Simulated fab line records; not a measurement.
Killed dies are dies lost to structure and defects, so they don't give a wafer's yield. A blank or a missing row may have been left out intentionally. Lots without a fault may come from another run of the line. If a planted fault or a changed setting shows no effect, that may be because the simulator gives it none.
fab line records	flow n5_finfet	part 2 of 2: steps 20 to 27 of 27
[record] lots = 5	wafers = 15	last_day = 19
route steps=1938 shown BEOL_M3@931
lots that met no fault: taken from a fault-free run of the same line
start_h: start of the lot's first displayed wafer, in hours after the record's first day	wait_h: hours elapsed since this lot's preceding step	" as in the row above	L1.1+2: one row covering several wafers at once	- either no value or no given start	* or withheld: withheld	< > ~ a bound
route shown NAME@n: a module of which the file shows steps, and the number in the route of the first	usual: the fault-free wafers' mean and standard deviation	same: alike in all rows	chamber/n: place in a boat	sites: each site's reading	_std_site: standard deviation across them	_edge_site: the outer-site mean with the inner-site mean subtracted	radius_mm: how far each site lies from the wafer's centre	mask NAME#n: copy n	behind: tool/chamber where the wafer was last shaped	hold: why the lot was held/for how many hours/how that ended	device: the n, p or np transistor that did not switch	end of line: tests run on the same wafers once the route is complete	a step with no rows: only its recipe	killed: at the first sort, the dies lost to defects and structure; wafer yield is something else	map: a wafer's dies, x killed, . not, _ none there
set.NAME: the setting that was run; set.NAME@STEP: the one run at that earlier step	model.NAME: the simulator's own value behind a step, which no gauge read
lots at some steps of the route; a table a step, a row a wafer
services: the hour from which a tool's chamber was out of use, counted from the record's first day as start_h (under 0 if before that day), plus the number of hours and why
[[steps]]
[step N5_BEOL_M3_ETCH_64]
[recipe] chemistry = N2/H2	target = SOC	target_depth_a = 750	overetch_a = 150	mask_material = SiARC	temp_c = 40	time_s = 112.5	ion_energy_ev = 200	pressure_mtorr = 30	source_w = 840	bias_w = 150	n2_flow_sccm = 200	h2_flow_sccm = 200
[usual] bias_w = 150.0/0.5	drypump_motor_current_A = 5.7/0.4	oes_product_au = 0.62/0.067	rf_vpp_V = 523.8/2.8	showerhead_plenum_p_Torr = 2.54/0.11	throttle_valve_pct = 17.76/0.28
lot.wafer	tool	chamber	start_h	wait_h	bias_w	drypump_motor_current_A	oes_product_au	rf_hours_counter_h	rf_vpp_V	showerhead_plenum_p_Torr	throttle_valve_pct
L076.1	rie_diel-02	3	198.74	0.0	149.9	5.4	0.68	42	528.6	2.69	17.48
L076.3	"	1	"	"	150.2	4.8	0.61	159	522.2	2.53	18.06
L076.4	"	2	"	"	149.3	5.8	0.56	191	521.9	2.44	18.15
L079.1	rie_diel-02	1	222.30	0.0	149.8	4.8	0.60	168	523.2	2.53	18.08
L079.5	"	1	"	"	149.6	4.9	0.60	-	523.3	2.53	18.08
L079.6	"	2	"	"	150.8	5.8	0.55	-	520.4	2.43	18.17
L085.1	rie_diel-03	3	246.20	0.0	149.8	6.4	0.59	154	525.0	2.53	17.65
L085.4	"	2	"	"	149.5	6.0	0.56	211	521.1	2.41	17.62
L085.5	"	2	"	"	148.8	6.0	0.55	-	519.4	2.41	17.60
L088.2	rie_diel-02	3	276.84	0.0	150.3	5.4	0.65	68	526.3	2.68	17.54
L088.3	"	1	"	"	150.4	4.8	0.59	176	523.1	2.52	18.09
L088.4	"	2	"	"	150.1	5.8	0.55	217	519.6	2.43	18.21
L089.3	rie_diel-03	2	278.03	0.0	150.1	6.0	0.55	223	521.7	2.41	17.63
L089.4	"	2	"	"	149.7	6.0	0.55	-	521.6	2.41	17.62
L089.6	"	0	"	"	150.7	5.2	0.70	-	522.8	2.48	17.65
[step N5_BEOL_M3_STRIP_65]
[recipe] chemistry = N2/H2	temp_c = 40	n2_flow_sccm = 200	h2_flow_sccm = 200	rf_frequency_hz = 6e+07
lot.wafer	tool	chamber	start_h	wait_h
L076.1+3+4	rie_diel-02	3,1,2	198.85	0.1
L079.1+5+6	rie_diel-02	1,1,2	222.41	0.1
L085.1+4+5	rie_diel-03	3,2,2	246.31	0.1
L088.2+3+4	rie_diel-02	3,1,2	276.95	0.1
L089.3+4+6	rie_diel-03	2,2,0	278.13	0.1
[step N5_BEOL_M3_STRIP_75]
[recipe] chemistry = N2/H2	temp_c = 40	n2_flow_sccm = 200	h2_flow_sccm = 200	rf_frequency_hz = 6e+07
lot.wafer	tool	chamber	start_h	wait_h
L076.1+3+4	rie_diel-02	3,1,2	198.86	0.0
L079.1+5+6	rie_diel-02	1,1,2	222.42	0.0
L085.1+4+5	rie_diel-03	3,2,2	246.32	0.0
L088.2+3+4	rie_diel-02	3,1,2	276.96	0.0
L089.3+4+6	rie_diel-03	2,2,0	278.14	0.0
[step N5_BEOL_M3_STRIP_66]
[recipe] chemistry = CF4	resist = SiARC	power_w = 300	bias_power_w = 75	pressure_mtorr = 50	cf4_flow_sccm = 150	rf_frequency_hz = 6e+07
[usual] drypump_motor_current_A = 5.7/0.4	oes_product_au = 0.78/0.084	rf_vpp_V = 271.1/1.8	showerhead_plenum_p_Torr = 1.80/0.069	throttle_valve_pct = 13.59/0.26
lot.wafer	tool	chamber	start_h	wait_h	drypump_motor_current_A	oes_product_au	rf_hours_counter_h	rf_vpp_V	showerhead_plenum_p_Torr	throttle_valve_pct
L076.1	rie_diel-02	3	198.87	0.0	5.4	0.84	42	272.7	1.90	13.24
L076.3	"	1	"	"	4.8	0.75	159	272.1	1.80	13.86
L076.4	"	2	"	"	5.8	0.70	191	270.1	1.72	13.99
L079.1	rie_diel-02	1	222.43	0.0	4.8	0.75	168	271.6	1.80	13.88
L079.5	"	1	"	"	4.8	0.75	-	271.0	1.80	13.84
L079.6	"	2	"	"	5.8	0.70	-	268.5	1.72	14.01
L085.1	rie_diel-03	3	246.33	0.0	6.4	0.74	154	272.2	1.81	13.66
L085.4	"	2	"	"	5.9	0.69	211	268.7	1.70	13.37
L085.5	"	2	"	"	6.0	0.69	-	270.1	1.70	13.37
L088.2	rie_diel-02	3	276.97	0.0	5.4	0.81	68	274.3	1.90	13.31
L088.3	"	1	"	"	4.8	0.74	176	270.4	1.80	13.88
L088.4	"	2	"	"	5.8	0.69	217	268.7	1.71	14.05
L089.3	rie_diel-03	2	278.15	0.0	6.0	0.68	223	267.6	1.70	13.41
L089.4	"	2	"	"	5.9	0.69	-	268.9	1.70	13.40
L089.6	"	0	"	"	5.2	0.87	-	270.8	1.78	13.55
[step N5_BEOL_M3_HM_OPEN_17]
[recipe] chemistry = Cl2/BCl3	target_depth_a = 200	overetch_a = 60	target = TiN	mask_material = SOC	ion_energy_ev = 150	pressure_mtorr = 10	icp_w = 1000	bias_w = 126	Cl2_flow_sccm = 53.25	bcl3_flow_sccm = 21.75	Ar_flow_sccm = 25
[usual] bcl3_flow_sccm = 21.74/0.062	bias_w = 126.0/0.32	drypump_motor_current_A = 6.0/0.43	oes_product_au = 0.66/0.067	throttle_valve_pct = 21.9/0.32
lot.wafer	tool	chamber	start_h	wait_h	bcl3_flow_sccm	bias_w	drypump_motor_current_A	oes_product_au	rf_hours_counter_h	throttle_valve_pct
L076.1	rie_metal-01	0	198.91	0.0	21.78	126.3	6.4	0.70	27	21.5
L076.3	"	0	"	"	21.89	126.0	6.4	0.70	-	21.4
L076.4	"	1	"	"	21.67	126.6	6.3	0.62	-	22.0
L079.1	rie_metal-01	1	222.65	0.2	21.70	126.3	6.3	0.61	80	22.0
L079.5	"	1	"	"	21.83	126.4	6.3	0.61	-	22.0
L079.6	"	0	"	"	21.57	125.5	6.4	0.69	-	21.4
L085.1	rie_metal-03	0	246.37	0.0	21.77	126.3	5.7	0.67	38	22.1
L085.4	"	0	"	"	21.80	125.9	5.7	0.68	-	22.1
L085.5	"	0	"	"	21.84	125.9	5.7	0.67	-	22.1
L088.2	rie_metal-03	0	277.01	0.0	21.91	126.0	5.7	0.68	41	22.1
L088.3	"	0	"	"	21.78	126.1	5.7	0.67	-	22.1
L088.4	"	1	"	"	21.78	126.1	6.5	0.83	-	21.6
L089.3	rie_metal-01	1	278.23	0.1	21.72	126.3	6.3	0.59	-	22.0
L089.4	"	0	"	"	21.73	125.6	6.4	0.66	-	21.5
L089.6	"	0	"	"	21.72	125.7	6.4	0.67	-	21.5
[step N5_BEOL_M3_STRIP_19]
[recipe] chemistry = O2	power_w = 400	temp_c = 40	pressure_mtorr = 30	rf_frequency_hz = 6e+07	bias_power_w = 0	overash_fraction = 0.2	o2_flow_sccm = 225
[usual] drypump_motor_current_A = 5.7/0.4	oes_product_au = 0.79/0.095	rf_vpp_V = 3.6/0.47	showerhead_plenum_p_Torr = 2.08/0.08	throttle_valve_pct = 16.62/0.27
lot.wafer	tool	chamber	start_h	wait_h	drypump_motor_current_A	oes_product_au	rf_hours_counter_h	rf_vpp_V	showerhead_plenum_p_Torr	throttle_valve_pct
L076.1	rie_diel-06	2	199.02	0.1	5.8	0.70	176	3.8	2.15	16.21
L076.3	"	1	"	"	5.6	0.77	141	4.0	2.03	17.14
L076.4	"	1	"	"	5.6	0.77	-	3.1	2.03	17.14
L079.1	rie_diel-02	2	222.87	0.2	5.9	0.70	199	4.1	1.99	17.01
L079.5	"	2	"	"	5.9	0.69	-	2.9	1.99	16.99
L079.6	"	3	"	"	5.4	0.83	-	3.7	2.23	16.38
L085.1	rie_diel-06	2	246.57	0.2	5.8	0.71	191	3.5	2.15	16.23
L085.4	"	0	"	"	5.7	0.93	27	3.6	2.07	16.29
L085.5	"	0	"	"	5.7	0.94	-	4.5	2.07	16.29
L088.2	rie_diel-03	2	277.12	0.1	6.0	0.69	222	3.1	1.98	16.46
L088.3	"	1	"	"	5.9	0.70	248	3.5	2.14	16.71
L088.4	"	1	"	"	5.9	0.70	-	3.5	2.14	16.71
L089.3	rie_diel-02	1	278.31	0.1	4.8	0.75	177	3.6	2.12	17.09
L089.4	"	0	"	"	5.8	0.80	102	3.9	2.01	16.60
L089.6	"	0	"	"	5.8	0.80	-	3.8	2.01	16.63
[step N5_BEOL_M3_CD_MEAS_18]
[recipe] pitch_nm = 36	target_cd_nm = 18
[usual] cd_nm = 18.1/0.36
lot.wafer	tool	chamber	start_h	wait_h	cd_nm
L076.1	cd_sem-01	-	199.10	0.1	17.8
L076.3	"	-	"	"	17.5
L076.4	"	-	"	"	17.2
L079.1	cd_sem-03	-	222.93	0.0	17.9
L079.5	"	-	"	"	18.1
L079.6	"	-	"	"	17.6
L085.1	cd_sem-01	-	246.64	0.0	18.4
L085.4	"	-	"	"	18.1
L085.5	"	-	"	"	17.5
L088.2	cd_sem-02	-	277.19	0.1	18.3
L088.3	"	-	"	"	18.0
L088.4	"	-	"	"	18.2
L089.3	cd_sem-02	-	278.38	0.1	18.1
L089.4	"	-	"	"	18.1
L089.6	"	-	"	"	18.8
[step N5_BEOL_M3_COAT_67]
[recipe] resist = SOC	temp_c = 250	time_s = 60	spin_rpm = 1500	resist_thk_nm = 60
[usual] heater_power_total_W = 500.3/1.8	resist_line_temp_C = 22.99/0.11
lot.wafer	tool	chamber	start_h	wait_h	heater_power_total_W	resist_line_temp_C
L076.1	litho_track-02	0	199.14	0.0	500.7	23.19
L076.3	"	0	"	"	502.3	23.35
L076.4	"	0	"	"	499.5	23.11
L079.1	litho_track-03	0	222.97	0.0	497.4	23.04
L079.5	"	0	"	"	498.3	22.88
L079.6	"	0	"	"	502.2	23.14
L085.1	litho_track-05	0	246.68	0.0	503.3	23.04
L085.4	"	0	"	"	501.7	23.06
L085.5	"	0	"	"	497.9	22.99
L088.2	litho_track-03	0	277.23	0.0	498.5	23.09
L088.3	"	0	"	"	500.1	23.03
L088.4	"	0	"	"	502.9	23.09
L089.3	litho_track-02	0	278.41	0.0	497.9	22.82
L089.4	"	0	"	"	499.4	22.99
L089.6	"	0	"	"	497.3	22.96
[[services]]
tool	chamber	start_h	hours	kind
rie_metal-01	-	177.00	0.5	repair
rie_diel-06	3	179.10	4.1	repair
pecvd-03	2	200.08	5.5	scheduled_down
rie_diel-03	0	200.42	-	clean
rie_diel-03	0	200.42	-	consumable_replace:focus_ring
rie_diel-03	0	200.42	14.1	scheduled_down
rie_diel-03	0	200.42	14.1	vent_cycle
pecvd-04	-	204.95	2.6	repair
pecvd-03	0	210.57	2.1	scheduled_down
pecvd-01	-	212.39	6.0	pm
euv_scanner-02	-	213.01	0.6	repair
euv_scanner-02	-	213.62	1.0	pm
rie_metal-03	-	217.63	28.1	pm
euv_scanner-01	-	218.80	1.0	pm
euv_scanner-01	-	246.13	5.8	pm
pvd_sputter-02	-	256.23	2.3	repair
pecvd-01	-	256.72	1.2	repair
rie_diel-02	2	261.12	1.7	repair
rie_diel-03	3	264.21	16.9	repair
pecvd-01	-	264.29	1.3	repair
pecvd-04	-	265.32	2.9	repair
rie_diel-03	0	266.87	9.2	repair
euv_scanner-02	-	269.63	1.0	pm
euv_scanner-01	-	274.95	1.0	pm
